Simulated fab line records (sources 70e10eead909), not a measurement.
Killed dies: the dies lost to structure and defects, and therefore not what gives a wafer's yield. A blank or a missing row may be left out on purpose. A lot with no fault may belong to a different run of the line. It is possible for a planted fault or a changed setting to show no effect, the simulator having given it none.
The tool behind it: which one? -- flow nandHarc -- Sampling: 12 lots, 34 wafers, 5 of 1159 route steps

== WHAT THE GAUGES READ, wafer by wafer ==
NHARC_END_SORT_01. Usual: killedAtArray 29, standard deviation 11; killedAtOther 0.7, standard deviation 1.1; killedAtPeriphery 2.9, standard deviation 2.2; killedDies 33, standard deviation 11; killedOpen 3.1, standard deviation 1.8; killedShort 1.9, standard deviation 1.4.
lot,measured,on,killedAtArray,killedAtOther,killedAtPeriphery,killedDies,killedOpen,killedShort,flag
L531,day 19 16:31,prober-01,22 37 28,0 0 1,4 2 2,26 39 31,2 7 4,1 2 0,
L534,day 20 09:37,prober-01,35 36 43,0 1 0,2 4 4,37 41 47,4 4 5,0 2 2,
L535,day 20 23:05,prober-01,582 30 33,1 0 0,2 2 4,585 32 37,4 1 4,3 0 2,OFF
L537,day 21 09:10,prober-01,589 25,1 3,1 1,591 29,5 1,2 2,OFF
L538,day 21 17:44,prober-02,577 23,1 0,0 3,578 26,2 1,3 0,OFF
L540,day 22 11:59,prober-01,34 28 26,0 1 1,0 2 1,34 31 28,0 3 2,2 2 0,
L544,day 22 17:25,prober-01,44 49 33,1 3 7,4 0 3,49 52 43,5 2 3,1 2 1,
L545,day 23 07:44,prober-01,43 46 51,1 0 0,2 0 3,46 46 54,4 1 4,0 1 2,
L547,day 23 15:29,prober-01,41 35 32,0 1 1,6 2 3,47 38 36,2 3 3,2 2 3,
L548,day 24 04:02,prober-01,47 48 47,0 0 1,0 3 0,47 51 48,4 3 1,1 5 5,
L551,day 24 20:26,prober-01,33 33 35,1 0 0,0 1 0,34 34 35,4 2 0,0 1 4,
L552,day 24 17:16,prober-02,34 31 26,2 2 6,0 0 1,36 33 33,3 0 2,2 3 1,

== WHICH TOOL RAN EACH LOT (tool, then ch and the chambers of the sampled wafers, then the start) ==
lot,NHARC_A_CONTACT_ETCH_75,NHARC_A_CONTACT_ETCH_76,NHARC_A_CONTACT_ETCH_124,NHARC_A_CONTACT_ETCH_127
L531,"rieDiel-06 ch 1,3, day 17 01:45","rieDiel-06 ch 0,2, day 17 01:52","harCapEtch-01 ch 0, day 17 02:49","harCapEtch-01 ch 0, day 17 03:18"
L534,"rieDiel-09 ch 0,1,3, day 17 21:17","rieDiel-09 ch 1,3, day 17 21:29","harCapEtch-03 ch 0,1, day 17 22:38","harCapEtch-03 ch 0,1, day 17 23:06"
L535,"rieDiel-06 ch 0,2,3, day 18 08:32","rieDiel-06 ch 1,3, day 18 08:37","harCapEtch-03 ch 0, day 18 09:34","harCapEtch-03 ch 0, day 18 10:03"
L537,"rieDiel-06 ch 1,2, day 19 00:15","rieDiel-06 ch 1,3, day 19 00:22","harCapEtch-01 ch 0,1, day 19 01:42","harCapEtch-01 ch 0,1, day 19 02:10"
L538,"rieDiel-06 ch 0,2, day 19 00:18","rieDiel-06 ch 0,1, day 19 00:55","harCapEtch-02 ch 0, day 19 02:05","harCapEtch-02 ch 0, day 19 02:34"
L540,"rieDiel-09 ch 2,3, day 19 12:55","rieDiel-09 ch 1,2, day 19 13:01","harCapEtch-01 ch 0,1, day 19 14:02","harCapEtch-01 ch 0,1, day 19 14:31"
L544,"rieDiel-11 ch 0,1,2, day 20 00:46","rieDiel-11 ch 1,2, day 20 00:53","harCapEtch-03 ch 0,1, day 20 01:48","harCapEtch-03 ch 0,1, day 20 02:17"
L545,"rieDiel-09 ch 0,1,2, day 20 15:52","rieDiel-09 ch 1,2, day 20 15:56","harCapEtch-01 ch 0,1, day 20 16:57","harCapEtch-01 ch 0,1, day 20 17:25"
L547,"rieDiel-09 ch 0,2,3, day 20 18:16","rieDiel-09 ch 1,2,3, day 20 18:25","harCapEtch-03 ch 0,1, day 20 19:22","harCapEtch-03 ch 0,1, day 20 19:50"
L548,"rieDiel-06 ch 2,3, day 21 11:22","rieDiel-06 ch 1,3, day 21 11:29","harCapEtch-03 ch 0,1, day 21 12:23","harCapEtch-03 ch 0,1, day 21 12:53"
L551,"rieDiel-06 ch 0,1,3, day 22 03:20","rieDiel-06 ch 1,2,3, day 22 03:32","harCapEtch-01 ch 0,1, day 22 04:31","harCapEtch-01 ch 0,1, day 22 04:58"
L552,"rieDiel-09 ch 0,2,3, day 22 07:01","rieDiel-09 ch 1,2,3, day 22 07:07","harCapEtch-02 ch 0,1, day 22 08:04","harCapEtch-02 ch 0,1, day 22 08:33"
- NHARC_A_CONTACT_ETCH_75: etches the open film in CF4, target depth 39 nm, time 65 s.
- NHARC_A_CONTACT_ETCH_76: etches the open film in N2/H2, target depth 260 nm, time 475.3 s.
- NHARC_A_CONTACT_ETCH_124: etches the open film in C4F8/O2/Ar, time 140 s, target depth 700 nm.
- NHARC_A_CONTACT_ETCH_127: etches the open film in C4F8/O2/Ar, time 155 s, target depth 956 nm.

== WHAT THE TOOLS THEMSELVES READ (means of the sampled wafers that have a number; where no wafer has one, the mark that the record gives instead) ==
NHARC_A_CONTACT_ETCH_75. Usual: for chamberPressureMTorr, 50.01 mTorr with a standard deviation of 0.036; for drypumpMotorCurrentA, 5.6 A with a standard deviation of 0.46; for mfcArSccm, 0.014 sccm with a standard deviation of 0.016; for oesProductAu, 0.999 a.u. with a standard deviation of 0.0087; for rfVppV, 151.3 V with a standard deviation of 1.4; for showerheadPlenumPTorr, 1.77 Torr with a standard deviation of 0.081; for throttleValvePct, 13.283 % with a standard deviation of 0.0089.
lot,tool,chamberPressureMTorr (mTorr),drypumpMotorCurrentA (A),mfcArSccm (sccm),oesProductAu (a.u.),rfVppV (V),showerheadPlenumPTorr (Torr),throttleValvePct (%),flag
L531,rieDiel-06,50.00,6.1,0.028,0.990,150.7,1.76,13.275,
L534,rieDiel-09,50.00,5.3,0.018,0.998,151.5,1.74,13.284,
L535,rieDiel-06,50.01,5.7,0.009,0.991,151.7,1.76,13.284,
L537,rieDiel-06,50.03,5.3,0.025,1.007,152.6,1.82,13.276,
L538,rieDiel-06,50.00,5.4,0.004,1.003,151.8,1.89,13.292,
L540,rieDiel-09,50.04,5.6,0.000,0.996,150.9,1.72,13.290,
L544,rieDiel-11,50.00,6.1,0.009,0.993,152.6,1.81,13.276,
L545,rieDiel-09,49.99,5.2,0.018,0.991,152.1,1.76,13.288,
L547,rieDiel-09,49.97,5.5,0.005,0.995,150.5,1.71,13.275,
L548,rieDiel-06,49.99,6.0,0.016,1.003,151.7,1.78,13.292,
L551,rieDiel-06,50.01,5.8,0.021,1.000,151.2,1.80,13.280,
L552,rieDiel-09,50.03,5.6,0.005,0.992,150.4,1.71,13.280,

NHARC_A_CONTACT_ETCH_76. Usual: for chamberPressureMTorr, 30.000 mTorr with a standard deviation of 0.029; for drypumpMotorCurrentA, 5.5 A with a standard deviation of 0.43; for mfcArSccm, 0.016 sccm with a standard deviation of 0.017; for oesProductAu, 1.000 a.u. with a standard deviation of 0.009; for rfVppV, 430.9 V with a standard deviation of 2.8; for showerheadPlenumPTorr, 2.05 Torr with a standard deviation of 0.1; for throttleValvePct, 14.172 % with a standard deviation of 0.0087.
lot,tool,chamberPressureMTorr (mTorr),drypumpMotorCurrentA (A),mfcArSccm (sccm),oesProductAu (a.u.),rfVppV (V),showerheadPlenumPTorr (Torr),throttleValvePct (%),flag
L531,rieDiel-06,29.991,5.4,0.005,1.000,431.5,2.08,14.172,
L534,rieDiel-09,30.000,5.1,0.027,1.004,430.8,2.04,14.170,
L535,rieDiel-06,29.999,5.7,0.035,0.935,429.6,2.04,14.173,OFF
L537,rieDiel-06,30.022,5.9,0.032,0.913,431.0,2.02,14.177,OFF
L538,rieDiel-06,29.976,5.5,0.021,0.917,433.8,2.13,14.177,OFF
L540,rieDiel-09,29.995,5.0,0.027,0.993,431.4,2.08,14.165,
L544,rieDiel-11,29.977,5.9,0.004,0.999,429.5,2.00,14.176,
L545,rieDiel-09,29.995,5.3,0.013,0.995,430.9,2.05,14.166,
L547,rieDiel-09,30.039,5.3,0.013,0.996,430.0,2.00,14.172,
L548,rieDiel-06,29.991,5.7,0.035,0.992,431.3,2.03,14.179,
L551,rieDiel-06,30.000,5.7,0.024,0.998,431.3,2.07,14.169,
L552,rieDiel-09,30.003,5.3,0.013,0.994,429.0,2.00,14.167,

NHARC_A_CONTACT_ETCH_124. Usual: 20.001 mTorr for chamberPressureMTorr, sd 0.019.
lot,tool,chamberPressureMTorr (mTorr),flag
L531,harCapEtch-01,19.994,
L534,harCapEtch-03,20.009,
L535,harCapEtch-03,19.996,
L537,harCapEtch-01,20.000,
L538,harCapEtch-02,20.013,
L540,harCapEtch-01,20.027,
L544,harCapEtch-03,20.010,
L545,harCapEtch-01,19.994,
L547,harCapEtch-03,19.983,
L548,harCapEtch-03,20.011,
L551,harCapEtch-01,20.010,
L552,harCapEtch-02,19.997,

NHARC_A_CONTACT_ETCH_127. Usual: 20.001 mTorr for chamberPressureMTorr, sd 0.019.
lot,tool,chamberPressureMTorr (mTorr),flag
L531,harCapEtch-01,19.993,
L534,harCapEtch-03,20.002,
L535,harCapEtch-03,20.010,
L537,harCapEtch-01,20.006,
L538,harCapEtch-02,19.983,
L540,harCapEtch-01,20.016,
L544,harCapEtch-03,20.008,
L545,harCapEtch-01,20.004,
L547,harCapEtch-03,19.997,
L548,harCapEtch-03,19.996,
L551,harCapEtch-01,20.002,
L552,harCapEtch-02,20.005,

== THE ANSWER, worked out from the rows above alone ==
Rule: a lot counts as off when the mean over its wafers that have a number is more than 3 standard deviations away from the usual mean. A lot without any number at a reading at which 4 lots or more have one is off too. The other lots that the step has rows for count as sound. After the gauges, taken in route order, come the tools' own readings; for these a lot's mean is taken, as printed above. The first step at which some lot is off is used, and at that step the reading that is off furthest; a lot without a number counts as furthest.
Off: L535, L537, L538, at NHARC_END_SORT_01 (killedAtArray).
A tool fits if, at a process step before that reading, it ran every lot that is off, and no sound lot after the first of them. Not tried: the gauges at NHARC_END_SORT_01; whatever is off there is also off at NHARC_A_CONTACT_ETCH_76, on other tools, and gauge error can't account for it. None of those tried fits.

== WHAT THE SIMULATOR PUT IN ==
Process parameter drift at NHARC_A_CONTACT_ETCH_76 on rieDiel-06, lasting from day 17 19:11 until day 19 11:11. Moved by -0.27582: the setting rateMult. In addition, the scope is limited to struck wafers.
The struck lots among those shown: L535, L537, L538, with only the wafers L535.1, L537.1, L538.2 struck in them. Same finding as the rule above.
